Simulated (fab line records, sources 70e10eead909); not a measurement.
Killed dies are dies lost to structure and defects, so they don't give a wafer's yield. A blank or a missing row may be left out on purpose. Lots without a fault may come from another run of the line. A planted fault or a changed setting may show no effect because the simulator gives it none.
Tool commonality check | flow nand_harc | 13 lots, 39 wafers sampled

WHY IT WAS OPENED
At NHARC_P_ZERO_WELL_INSPECT_43 the reading raw_defect_count is flagged on 3 of 13 lots. Wafers without a fault read 11, standard deviation 5.
Rule: a lot is flagged when every wafer of it that has a number lies more than 4 standard deviations from that mean, or none has a number. The other lots count as sound.

lot  | measured    | on                | raw_defect_count, wafer by wafer | flag
L444 | day 1 19:41 | defect_inspect-01 | 15 11 13                         |
L445 | day 2 01:46 | defect_inspect-01 | 8 10 5                           |
L446 | day 2 07:20 | defect_inspect-02 | 7 11 15                          |
L448 | day 2 19:43 | defect_inspect-01 | 9 11 5                           |
L450 | day 3 07:46 | defect_inspect-01 | 17 8 9                           |
L451 | day 3 13:38 | defect_inspect-02 | 18 11 20                         |
L455 | day 4 13:53 | defect_inspect-02 | 6 7 10                           |
L457 | day 5 01:33 | defect_inspect-01 | 1088 1071 1104                   | FLAGGED
L458 | day 5 07:47 | defect_inspect-02 | 1102 1050 1102                   | FLAGGED
L459 | day 5 13:46 | defect_inspect-01 | 1102 1106 1113                   | FLAGGED
L464 | day 6 19:46 | defect_inspect-02 | 12 6 7                           |
L466 | day 7 07:36 | defect_inspect-01 | 16 22 24                         |
L467 | day 7 13:28 | defect_inspect-01 | 8 13 10                          |
The numbers of the flagged lots are 1093 on average: +1082 against the usual, or +99 or more standard deviations.

WHICH TOOL RAN EACH LOT
The record holds 1 process step before the reading, out of a route of 1159 steps. In each cell: the tool, then ch and the chambers that the sampled wafers went through, then the start.
lot  | flag    | NHARC_P_ZERO_WELL_EXPOSE_21
L444 |         | krf_scanner-02 ch 0, day 1 14:32
L445 |         | krf_scanner-03 ch 0, day 1 20:27
L446 |         | krf_scanner-03 ch 0, day 2 02:11
L448 |         | krf_scanner-03 ch 0, day 2 14:26
L450 |         | krf_scanner-02 ch 0, day 3 02:20
L451 |         | krf_scanner-02 ch 0, day 3 08:25
L455 |         | krf_scanner-02 ch 0, day 4 08:38
L457 | FLAGGED | krf_scanner-02, day 4 20:25
L458 | FLAGGED | krf_scanner-03, day 5 02:26
L459 | FLAGGED | krf_scanner-03, day 5 08:23
L464 |         | krf_scanner-02 ch 0, day 6 14:33
L466 |         | krf_scanner-02 ch 0, day 7 02:26
L467 |         | krf_scanner-03 ch 0, day 7 08:19
What these steps do:
- NHARC_P_ZERO_WELL_EXPOSE_21: exposes mask P NWELL, target cd 720 nm.
- NHARC_P_ZERO_WELL_INSPECT_43

FLAGGED OVER TOTAL, TOOL BY TOOL (the gauges that took the reading come last)
step                         | tool              | lots run | flagged | share of the flagged lots | sound lots run after its first flagged lot
NHARC_P_ZERO_WELL_EXPOSE_21  | krf_scanner-02    | 7        | 1       | some                      | 2 (L464,L466)
NHARC_P_ZERO_WELL_EXPOSE_21  | krf_scanner-03    | 6        | 2       | some                      | 1 (L467)
NHARC_P_ZERO_WELL_INSPECT_43 | defect_inspect-01 | 8        | 2       | some                      | 2 (L466,L467)
NHARC_P_ZERO_WELL_INSPECT_43 | defect_inspect-02 | 5        | 1       | some                      | 1 (L464)

WHAT THE TABLE ALLOWS
No row of the table ran every flagged lot.

WHAT THE SIMULATOR HAD PUT IN
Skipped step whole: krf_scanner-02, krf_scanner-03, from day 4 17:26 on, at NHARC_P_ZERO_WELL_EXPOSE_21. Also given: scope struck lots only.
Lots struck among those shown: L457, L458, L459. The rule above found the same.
